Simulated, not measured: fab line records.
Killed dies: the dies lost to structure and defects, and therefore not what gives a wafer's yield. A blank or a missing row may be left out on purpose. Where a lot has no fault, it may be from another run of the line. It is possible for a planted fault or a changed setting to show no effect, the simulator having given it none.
Chamber matching :: flow n5 finfet :: N5_BEOL_M10_ETCH_61 on rie diel-04: 4 sister chambers
The step etches SiARC in CF4, target depth 39 nm, time 65 s. 4 wafers are shown with their chamber, then 8 later ones without.

## EACH WAFER AND ITS CHAMBER
wafer: L074.5
chamber: 2
showerhead plenum p Torr (Torr): 2.19

wafer: L087.1
chamber: 0
showerhead plenum p Torr (Torr): 2.08

wafer: L087.2
chamber: 3
showerhead plenum p Torr (Torr): 2.09

wafer: L092.1
chamber: 1
showerhead plenum p Torr (Torr): 2.18

## WAFERS WHOSE CHAMBER IS MISSING
wafer: L092.2
showerhead plenum p Torr (Torr): 2.07

wafer: L092.3
showerhead plenum p Torr (Torr): 2.18

wafer: L096.2
showerhead plenum p Torr (Torr): 2.08

wafer: L096.3
showerhead plenum p Torr (Torr): 2.18

wafer: L096.6
showerhead plenum p Torr (Torr): 2.18

wafer: L097.1
showerhead plenum p Torr (Torr): 2.18

wafer: L097.3
showerhead plenum p Torr (Torr): 2.07

wafer: L097.6
showerhead plenum p Torr (Torr): 2.18

## THE CHAMBER EACH PASSED THROUGH
wafer: L092.2
from the rows above: can't be placed: 0 or 3
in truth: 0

wafer: L092.3
from the rows above: can't be placed: 1 or 2
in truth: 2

wafer: L096.2
from the rows above: can't be placed: 0 or 3
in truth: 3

wafer: L096.3
from the rows above: can't be placed: 1 or 2
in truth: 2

wafer: L096.6
from the rows above: can't be placed: 1 or 2
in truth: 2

wafer: L097.1
from the rows above: can't be placed: 1 or 2
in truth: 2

wafer: L097.3
from the rows above: can't be placed: 0 or 3
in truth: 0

wafer: L097.6
from the rows above: can't be placed: 1 or 2
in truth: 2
Correct placement for 0 of the 8. Cannot be placed on the basis of these rows: 8; the candidates contain the true chamber in 8. Placed wrongly: 0.
How it was worked out, from the rows above alone: a wafer's distance from a chamber is the root of the sum, over the readings, of the square of ((its reading less the chamber's mean) divided by the reading's scatter). If the next closest chamber is less than 2 further off than the closest, the wafer can't be placed; otherwise it belongs to the closest. The mean given for a chamber averages the wafers shown for that chamber. The scatter (one wafer shown for each chamber): square how far every hidden wafer sits from the nearest shown wafer, average those squares and take the square root.
